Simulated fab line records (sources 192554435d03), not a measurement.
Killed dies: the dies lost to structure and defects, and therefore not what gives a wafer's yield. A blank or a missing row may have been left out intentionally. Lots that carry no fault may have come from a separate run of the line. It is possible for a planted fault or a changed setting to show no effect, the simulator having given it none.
Lot-split experiment    flow n5-finfet    route with 1938 steps; 7 lots, 21 wafers read

## SPLIT DETAILS
At N5_BEOL_M0_SAQP_COAT_72 (time 60 s, resist thk 15 nm), the setting spin-rpm was moved away from the recipe's 1500 rpm on 8 of the 21 wafers read, by -8.9% to +10.5%. The other wafers ran this setting at the recipe's value.

## FROM THE SPLIT TO THE READING: what the file shows between them, 4 steps
- N5_BEOL_M0_SAQP_COAT_87: time 60 s, resist thk 5 nm
- N5_BEOL_M0_SAQP_COAT_34: resist thk 30 nm
- N5_BEOL_M0_SAQP_DESCUM_45: chemistry O2, time 7 s
- N5_BEOL_M0_SAQP_ETCH_88: etches underlayer in N2/H2, target depth 6.5 nm, time 5.2 s

## THE READING
etch.depth-nm (the simulator's own value, which no gauge read), in nm, at N5_BEOL_M0_SAQP_ETCH_73 (etches SiARC in CF4, target depth 19.5 nm, time 32.5 s). The file does not state a usual value for it. Average 15.02 nm, standard deviation 0.05 nm, over the 13 wafers here run with the recipe.

wafer   tool, chamber at the split  spin-rpm as run, rpm  against the recipe  etch.depth-nm, nm  against lot-mates on the recipe
L075.1  litho-track-04, 0           1500                  recipe              15.02              -
L075.3  litho-track-04, 0           1500                  recipe              14.98              -
L075.6  litho-track-04, 0           1500                  recipe              14.96              -
L076.1  litho-track-02, 0           1366                  -8.9%               15.77              no lot-mate on the recipe
L076.2  litho-track-02, 0           1366                  -8.9%               15.74              no lot-mate on the recipe
L076.6  litho-track-02, 0           1366                  -8.9%               15.75              no lot-mate on the recipe
L085.4  litho-track-04, 0           1658                  +10.5%              14.27              -0.79
L085.5  litho-track-04, 0           1500                  recipe              15.08              -
L085.6  litho-track-04, 0           1500                  recipe              15.04              -
L091.4  litho-track-01, 0           1500                  recipe              14.94              -
L091.5  litho-track-01, 0           1406                  -6.3%               15.49              +0.53
L091.6  litho-track-01, 0           1500                  recipe              14.98              -
L094.1  litho-track-02, 0           1500                  recipe              15.01              -
L094.2  litho-track-02, 0           1444                  -3.7%               15.27              +0.27
L094.3  litho-track-02, 0           1500                  recipe              14.99              -
L095.2  litho-track-01, 0           1500                  recipe              15.09              -
L095.3  litho-track-01, 0           1650                  +10.0%              14.38              -0.71
L095.6  litho-track-01, 0           1650                  +10.0%              14.37              -0.72
L097.1  litho-track-04, 0           1500                  recipe              15.08              -
L097.3  litho-track-04, 0           1500                  recipe              15.02              -
L097.4  litho-track-04, 0           1500                  recipe              15.1               -

FIT RESULTS
A straight line over all 21 wafers: etch.depth-nm changes by -0.0732 nm for each +1% of spin-rpm; r = -0.99; the points scatter about the line by 0.056 nm.
The same after taking each lot's own level away (the mean of its wafers on the recipe; 18 wafers): -0.0743 nm for each +1%; r = -1.00; scatter 0.028 nm.
Per that fit: largest spin-rpm move, reading shift of 0.78 nm.
The lots' own levels span 14.960 to 15.090 nm, that is 2.6 times the standard deviation above.
Hence the lot-to-lot level has little effect on the slope; both slopes agree.
Check: with one of the wafers moved furthest among these (+10.5%) left out of the fit, the line predicts -0.771 nm for it against its lot-mates. It came out at -0.79 nm against them.

## FURTHER SPLITS ON THESE WAFERS
These wafers also went through other splits before the reading. Each is held against what the fit with the lots' levels taken away leaves over:
other split on the same wafers   wafers away from the commonest value  r with etch.depth-nm (lot level and that fit taken away)
N5_BEOL_M0_SAQP_PECVD_97 time-s  4                                     +0.12

## THE WHOLE CHAIN: every reading that the file lists as answering this split, in the file's order
step                     what it does                                            reading                                                                                change (the file's fit)                 r (the file's)
N5_BEOL_M0_SAQP_COAT_72  time 60 s, resist thk 15 nm                             SiARC_of_BEOL_M0_SAQP_COAT_72.thk-nm (the simulator's own value, which no gauge read)  -0.0669 nm for each +1% of the setting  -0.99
N5_BEOL_M0_SAQP_ETCH_73  etches SiARC in CF4, target depth 19.5 nm, time 32.5 s  etch.depth-nm (the simulator's own value, which no gauge read)                         -0.0752 nm for each +1% of the setting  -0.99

## THE FILE'S OWN FIT
etch.depth-nm changes by -0.0752 nm for each +1% of spin-rpm, r = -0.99.
